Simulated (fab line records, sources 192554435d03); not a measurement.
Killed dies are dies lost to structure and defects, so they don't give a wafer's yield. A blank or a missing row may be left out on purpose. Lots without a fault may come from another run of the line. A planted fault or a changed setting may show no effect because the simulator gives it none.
Which tool did it? | flow n5_finfet | 9 lots, 26 wafers sampled, at 3 steps of a route of 1938

WHAT THE GAUGES READ, wafer by wafer
N5_BEOL_M4_OCD_MEAS_38.
lot  | measured     | on     | trench_depth_nm (nm)
L231 | day 7 16:33  | ocd-01 | 55.2 55.9 55.3
L232 | day 7 23:03  | ocd-01 | 56.2 54.8 56.3
L240 | day 10 19:01 | ocd-01 | 58.8 57.6
L244 | day 11 00:38 | ocd-02 | 53.8 55.4 53.6
L245 | day 11 12:28 | ocd-01 | 56.4 54.1 55.8
L246 | day 12 10:47 | ocd-02 | 55.5 54.0 54.7
L250 | day 12 17:56 | ocd-02 | 55.3 56.3 56.2
L252 | day 13 04:59 | ocd-01 | 56.7 55.0 54.3
L254 | day 13 23:38 | ocd-02 | 56.0 55.8 54.9

WHICH TOOL RAN EACH LOT (tool, then ch and the chambers of the sampled wafers, then the start)
lot  | N5_BEOL_M4_ALD_98                 | N5_BEOL_M4_TRENCH_ETCH_37
L231 | ald_sin-04 ch 0,3, day 7 11:55    | rie_diel-01 ch 0,3, day 7 16:23
L232 | ald_sin-04 ch 0,1,2, day 7 22:26  | rie_diel-02 ch 0,2,3, day 7 22:54
L240 | ald_sin-02 ch 0,1, day 10 18:06   | rie_diel-05 ch 1,3, day 10 18:52
L244 | ald_sin-02 ch 0,1, day 10 20:58   | rie_diel-02 ch 2,3, day 11 00:29
L245 | ald_sin-02 ch 0,1,3, day 11 09:21 | rie_diel-02 ch 2,3, day 11 12:19
L246 | ald_sin-02 ch 0,1,2, day 12 05:38 | rie_diel-02 ch 0,3, day 12 10:38
L250 | ald_sin-04 ch 0,2,3, day 12 06:49 | rie_diel-01 ch 0,1,2, day 12 17:46
L252 | ald_sin-02 ch 0,1, day 13 02:33   | rie_diel-01 ch 0,1,3, day 13 04:49
L254 | ald_sin-02 ch 1,2,3, day 13 18:05 | rie_diel-01 ch 0,1,2, day 13 23:28
- N5_BEOL_M4_ALD_98: deposits SiO2, target thk 2.5 nm, pulse time 1 s, co reactant pulse time 1 s.
- N5_BEOL_M4_TRENCH_ETCH_37: etches SiOC in C4F6/O2, target depth 55.555 nm, time 29.2 s.

THE ANSWER, worked out from the rows above alone
Rule: what is usual is taken from the lots themselves. Put in order of their means at a reading, lots are off if they are a third of the lots or fewer, leave a main group of 4 or more, and stand apart from it by a gap of 3 or more times the standard deviation of the main group's means; of several such gaps the widest counts. A main group whose means are all the same, to the digits that the tables above print for the reading, isn't used. A lot without any number at a reading at which 4 lots or more have one is off too. The other lots that the step has rows for count as sound.
Off: L240, at N5_BEOL_M4_OCD_MEAS_38 (trench_depth_nm). The main group: mean 55.3 nm, standard deviation 0.52.
A tool fits if, at a process step before that reading, it ran every lot that is off, and no sound lot after the first of them. The gauges at N5_BEOL_M4_OCD_MEAS_38 are tried like those tools. One fits: rie_diel-05 at N5_BEOL_M4_TRENCH_ETCH_37. It ran no sound lot before its first lot that is off in this sample, so the start can't be narrowed down.

WHAT THE SIMULATOR HAD PUT IN
Process parameter drift: rie_diel-05, from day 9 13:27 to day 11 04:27, at N5_BEOL_M4_TRENCH_ETCH_37. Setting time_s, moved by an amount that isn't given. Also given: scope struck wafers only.
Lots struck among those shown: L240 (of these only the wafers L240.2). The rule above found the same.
